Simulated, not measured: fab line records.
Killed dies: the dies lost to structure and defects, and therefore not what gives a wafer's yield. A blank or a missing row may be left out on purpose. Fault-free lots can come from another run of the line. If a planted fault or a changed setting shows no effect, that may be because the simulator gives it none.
One fault seen from 3 desks + flow n5_finfet + every desk sees just its own numbers, and what lay behind them comes last

## FROM THE METROLOGY DESK
Lot by lot, what the gauges showed, no matter which tool ran the lot: averages of those sampled wafers that carry a number. Marked OUT: a lot whose mean sits more than 4 standard deviations from the usual mean, which makes it out of limits; the brackets give that distance. 7 of its 10 readings are shown, namely those furthest out on some lot.
Columns: A = IOFF_P at N5_BEOL_M4_RC_MEAS_101, usual 0.22 nA/um; B = ION_N at N5_BEOL_M4_RC_MEAS_101, usual 672 uA/um; C = ION_P at N5_BEOL_M4_RC_MEAS_101, usual 462 uA/um; D = SS_N at N5_BEOL_M4_RC_MEAS_101, usual 71.6 mV/dec; E = SS_P at N5_BEOL_M4_RC_MEAS_101, usual 73.5 mV/dec; F = VT_N at N5_BEOL_M4_RC_MEAS_101, usual 250 mV; G = VT_P at N5_BEOL_M4_RC_MEAS_101, usual -250 mV
| lot  | first seen here | A    | B   | C   | D    | E    | F   | G    |
|------|-----------------|------|-----|-----|------|------|-----|------|
| L353 | day 9 11:10     | 0.27 | 670 | 470 | 70.7 | 73.6 | 248 | -245 |
| L357 | day 9 15:41     | 0.16 | 657 | 448 | 71.1 | 72.5 | 255 | -257 |
| L358 | day 10 06:55    | 0.21 | 655 | 457 | 71.6 | 73.2 | 253 | -250 |
| L359 | day 10 10:27    | 0.23 | 675 | 464 | 71.8 | 74.0 | 251 | -249 |
| L361 | day 10 22:46    | 0.21 | 674 | 464 | 71.4 | 73.7 | 253 | -249 |
| L362 | day 11 09:17    | 0.22 | 673 | 463 | 71.3 | 73.7 | 250 | -250 |
| L367 | day 12 15:44    | 0.21 | 672 | 458 | 72.1 | 73.4 | 251 | -250 |
| L375 | day 14 07:49    | 0.27 | 685 | 467 | 72.0 | 73.7 | 247 | -244 |
| L376 | day 14 16:10    | 0.24 | 681 | 465 | 71.9 | 73.7 | 249 | -249 |
This desk's verdict: no lot among the 9 shows anything out of limits.

## DESK OF THE TOOL OWNER: rie_diel-02
The tool's own readings at N5_MOL_CONTACT_COAG_ETCH_105 (etches SiARC in CF4, target depth 15.6 nm, time 26 s): means of the sampled wafers that have a number, for each lot that ran on this tool. Marked OUT: a lot whose mean sits more than 4 standard deviations from the usual mean, which makes it out of limits; the brackets give that distance.
Columns: A = bias_w at N5_MOL_CONTACT_COAG_ETCH_105, usual 36.01 W; B = drypump_motor_current_A at N5_MOL_CONTACT_COAG_ETCH_105, usual 5.7 A; C = etch_rf_on_time_s at N5_MOL_CONTACT_COAG_ETCH_105, usual 26.4 s; D = oes_product_au at N5_MOL_CONTACT_COAG_ETCH_105, usual 0.63 a.u.; E = rf_vpp_V at N5_MOL_CONTACT_COAG_ETCH_105, usual 183.9 V; F = showerhead_plenum_p_Torr at N5_MOL_CONTACT_COAG_ETCH_105, usual 2.14 Torr; G = throttle_valve_pct at N5_MOL_CONTACT_COAG_ETCH_105, usual 15.70 %
| lot  | first seen here | A               | B   | C    | D    | E               | F    | G     |
|------|-----------------|-----------------|-----|------|------|-----------------|------|-------|
| L357 | day 5 17:58     | 36.06           | 5.7 | 25.6 | 0.66 | 184.6           | 2.20 | 15.62 |
| L358 | day 5 20:39     | 35.97           | 6.2 | 25.6 | 0.70 | 184.9           | 2.25 | 15.56 |
| L359 | day 6 06:01     | 46.19 (+93) OUT | 5.2 | 23.5 | 0.65 | 214.2 (+25) OUT | 2.09 | 15.64 |
| L361 | day 6 18:01     | 46.25 (+93) OUT | 5.9 | 23.1 | 0.73 | 216.6 (+27) OUT | 2.22 | 15.56 |
Finding of this desk: L359, L361 out of limits; the first was L359 at day 6 06:01, on bias_w at N5_MOL_CONTACT_COAG_ETCH_105. L357, L358: within limits.

## THE DEFECT DESK
What the inspections along the route counted, lot by lot: means of the sampled wafers that have a number. Marked OUT: a lot whose mean sits more than 4 standard deviations from the usual mean, which makes it out of limits; the brackets give that distance.
Columns: A = raw_defect_count at N5_GATE_CUT_INSPECT_26, usual 41
| lot  | first seen here | A  |
|------|-----------------|----|
| L353 | day 4 20:37     | 27 |
| L357 | day 5 17:22     | 47 |
| L358 | day 5 19:57     | 68 |
| L359 | day 6 05:01     | 73 |
| L361 | day 6 17:32     | 29 |
| L362 | day 6 20:44     | 33 |
| L367 | day 8 07:38     | 48 |
| L375 | day 10 03:39    | 53 |
| L376 | day 10 08:33    | 37 |
This desk's verdict: no lot among the 9 shows anything out of limits.

## BROUGHT TOGETHER
The tool owner's desk had the chance to raise an alarm at day 6 06:01 on L359, L361.
Nothing out of limits was seen by the metrology desk.
No out-of-limits result turned up at the defect desk.
The metrology desk holds a record of L359, L361, inside its limits.
The defect desk has L359, L361 on record, within its limits.
Every lot named ran N5_MOL_CONTACT_COAG_ETCH_105 on rie_diel-02.

## WHAT HAD BEEN PUT IN BY THE SIMULATOR
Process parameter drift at N5_MOL_CONTACT_COAG_ETCH_105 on rie_diel-02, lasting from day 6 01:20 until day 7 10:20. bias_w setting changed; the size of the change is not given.
Shown lots that were struck: L359, L361.
How many hours passed from the start of the fault until each desk's first out-of-limits reading: the tool owner's desk, 5.
